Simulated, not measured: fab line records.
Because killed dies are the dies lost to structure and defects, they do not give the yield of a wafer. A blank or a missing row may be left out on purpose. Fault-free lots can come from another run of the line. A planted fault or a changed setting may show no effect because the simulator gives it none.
Which tool is to blame? ; flow n5_finfet ; 36 wafers sampled from 12 lots at 1 step of a route of 1938

WHAT THE GAUGES READ, wafer by wafer
N5_WELL_APT_CD_MEAS_08 targets a cd of 200 nm.
lot;measured;on;cd_nm (nm)
L075;day 1 19:59;cd_sem-03;197.4 198.8 197.6
L077;day 2 07:45;cd_sem-02;202.1 201.7 202.0
L079;day 2 19:49;cd_sem-01;199.3 200.8 201.9
L081;day 3 07:42;cd_sem-01;197.3 197.4 197.4
L083;day 3 20:04;cd_sem-01;200.5 199.8 200.0
L085;day 4 08:14;cd_sem-01;201.2 198.2 198.4
L087;day 4 19:41;cd_sem-01;199.4 199.2 198.7
L089;day 5 08:20;cd_sem-01;200.3 201.1 200.6
L091;day 5 19:42;cd_sem-01;200.9 194.7 198.1
L093;day 6 07:51;cd_sem-01;200.6 200.2 200.9
L095;day 6 19:42;cd_sem-02;196.4 199.4 200.8
L097;day 7 07:41;cd_sem-02;200.7 200.4 199.7

TOOL THAT RAN EACH LOT (tool first, then ch and the chambers of the sampled wafers, then the start)
No process step before these readings appears in the record.

THE ANSWER, worked out from the rows above alone
Rule: the lots themselves supply what counts as usual. The widest of any qualifying gaps counts: lots, ordered by their means at a reading, are off when they make up no more than a third of the lots, leave a main group of 4 or more, and stand apart from it by 3 or more times the standard deviation of that group's means. A main group whose means are all the same, to the digits that the tables above print for the reading, isn't used. A lot without any number at a reading at which 4 lots or more have one is off too. Where the step has rows for the other lots, those lots are counted as sound.
Nothing can be told from this: no lot is off at any reading shown.

WHAT HAD BEEN PUT IN BY THE SIMULATOR
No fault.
